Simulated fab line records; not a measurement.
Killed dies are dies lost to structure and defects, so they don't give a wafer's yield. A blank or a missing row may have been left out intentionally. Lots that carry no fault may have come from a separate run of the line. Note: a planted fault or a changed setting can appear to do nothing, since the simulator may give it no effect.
Matching of chambers :: flow nandHarc :: NHARC_P_CONTACT_CMP_01 on cmp-02 has 4 sister chambers
The step polishes SiO2, target thk 200 nm. 20 wafers are shown with their chamber, then 10 later ones without.

WAFERS, EACH WITH ITS CHAMBER
wafer: L075.3
chamber: 1
motorCurrentA (A): 9.7

wafer: L075.4
chamber: 2
motorCurrentA (A): 13.3

wafer: L075.5
chamber: 2
motorCurrentA (A): 13.9

wafer: L076.3
chamber: 0
motorCurrentA (A): 13.2

wafer: L076.5
chamber: 3
motorCurrentA (A): 9.7

wafer: L076.6
chamber: 0
motorCurrentA (A): 12.8

wafer: L078.3
chamber: 3
motorCurrentA (A): 10.1

wafer: L078.4
chamber: 0
motorCurrentA (A): 12.9

wafer: L078.6
chamber: 0
motorCurrentA (A): 12.9

wafer: L077.2
chamber: 2
motorCurrentA (A): 14.4

wafer: L077.3
chamber: 1
motorCurrentA (A): 10.3

wafer: L077.4
chamber: 3
motorCurrentA (A): 9.8

wafer: L080.1
chamber: 3
motorCurrentA (A): 9.9

wafer: L080.5
chamber: 0
motorCurrentA (A): 13.1

wafer: L080.6
chamber: 1
motorCurrentA (A): 10.7

wafer: L081.2
chamber: 2
motorCurrentA (A): 13.6

wafer: L081.4
chamber: 0
motorCurrentA (A): 13.5

wafer: L081.5
chamber: 0
motorCurrentA (A): 12.6

wafer: L083.1
chamber: 3
motorCurrentA (A): 9.9

wafer: L083.4
chamber: 1
motorCurrentA (A): 10.3

SIGNATURES (means of the wafers above)
reading: motorCurrentA
chamber 0: 13.000
chamber 1: 10.250
chamber 2: 13.800
chamber 3: 9.880
scatter within a chamber: 0.333
Rule: a wafer's distance from a chamber is the root of the sum, over the readings, of the square of ((its reading less the chamber's mean) divided by the reading's scatter). The wafer belongs to the nearest chamber; if the next one is less than 2 further off, it can't be placed. How the scatter is found: for the shown wafers, subtract from each reading the mean of its chamber, square and add these, divide the total by (wafers less chambers), then take the root.

WAFERS WITH NO CHAMBER GIVEN
wafer: L083.5
motorCurrentA (A): 9.9

wafer: L087.1
motorCurrentA (A): 10.1

wafer: L087.2
motorCurrentA (A): 10.1

wafer: L087.4
motorCurrentA (A): 13.1

wafer: L091.1
motorCurrentA (A): 13.1

wafer: L091.3
motorCurrentA (A): 9.9

wafer: L091.6
motorCurrentA (A): 10.2

wafer: L092.1
motorCurrentA (A): 12.7

wafer: L092.2
motorCurrentA (A): 12.5

wafer: L092.3
motorCurrentA (A): 10.0

CHAMBER TAKEN BY EACH
wafer: L083.5
from the rows above: can't be placed: 3 or 1
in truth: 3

wafer: L087.1
from the rows above: can't be placed: 1 or 3
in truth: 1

wafer: L087.2
from the rows above: can't be placed: 1 or 3
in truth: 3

wafer: L087.4
from the rows above: can't be placed: 0 or 2
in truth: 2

wafer: L091.1
from the rows above: can't be placed: 0 or 2
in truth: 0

wafer: L091.3
from the rows above: can't be placed: 3 or 1
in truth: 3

wafer: L091.6
from the rows above: can't be placed: 1 or 3
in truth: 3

wafer: L092.1
from the rows above: 0
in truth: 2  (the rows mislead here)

wafer: L092.2
from the rows above: 0
in truth: 0

wafer: L092.3
from the rows above: can't be placed: 3 or 1
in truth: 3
1 of 10 placed correctly. Cannot be placed on the basis of these rows: 8; the candidates contain the true chamber in 8. Number placed wrongly: 1.
